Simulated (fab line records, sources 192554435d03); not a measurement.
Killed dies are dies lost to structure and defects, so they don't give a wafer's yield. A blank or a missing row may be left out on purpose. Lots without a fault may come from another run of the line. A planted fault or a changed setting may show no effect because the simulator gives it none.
Chamber matching | flow n5_finfet | N5_PMOS_HMC_CHANNEL_EPI_ETCH_38 on rie_si-06: 4 sister chambers
The step etches SiO2 in CF4, target depth 1.5 nm. 8 wafers are shown with their chamber, then 8 later ones without.

WAFERS WITH THEIR CHAMBER
wafer  | chamber | throttle_valve_pct (%) | he_backside_leak_sccm (sccm)
L080.1 | 1       | 22.31                  | 2.7
L080.2 | 0       | 21.82                  | 3.1
L090.5 | 3       | 21.49                  | 3.0
L090.6 | 2       | 21.89                  | 2.4
L091.1 | 0       | 21.83                  | 3.2
L091.2 | 2       | 21.88                  | 2.4
L091.6 | 3       | 21.49                  | 3.2
L092.1 | 1       | 22.30                  | 2.7

WAFERS WITHOUT THEIR CHAMBER
wafer  | throttle_valve_pct (%) | he_backside_leak_sccm (sccm)
L092.3 | 21.81                  | 3.0
L092.4 | 21.89                  | 2.4
L094.1 | 21.48                  | 3.0
L094.2 | 21.91                  | 2.4
L094.3 | 22.32                  | 2.6
L097.1 | 21.49                  | 2.9
L097.3 | 22.32                  | 2.7
L097.5 | 21.89                  | 2.4

WHICH CHAMBER EACH WENT THROUGH
wafer  | from the rows above | in truth
L092.3 | 0                   | 0
L092.4 | 2                   | 2
L094.1 | 3                   | 3
L094.2 | 2                   | 2
L094.3 | 1                   | 1
L097.1 | 3                   | 3
L097.3 | 1                   | 1
L097.5 | 2                   | 2
Placed correctly: 8 of 8. Can't be placed from these rows: 0. Placed wrongly: 0.
How it was worked out, from the rows above alone: a wafer's distance from a chamber is the root of the sum, over the readings, of the square of ((its reading less the chamber's mean) divided by the reading's scatter). The wafer belongs to the nearest chamber; if the next one is less than 2 further off, it can't be placed. A chamber's mean is the mean of its shown wafers. The scatter: the root of (the sum of the squares of (reading less its chamber's mean) over the shown wafers, divided by (wafers less chambers)).
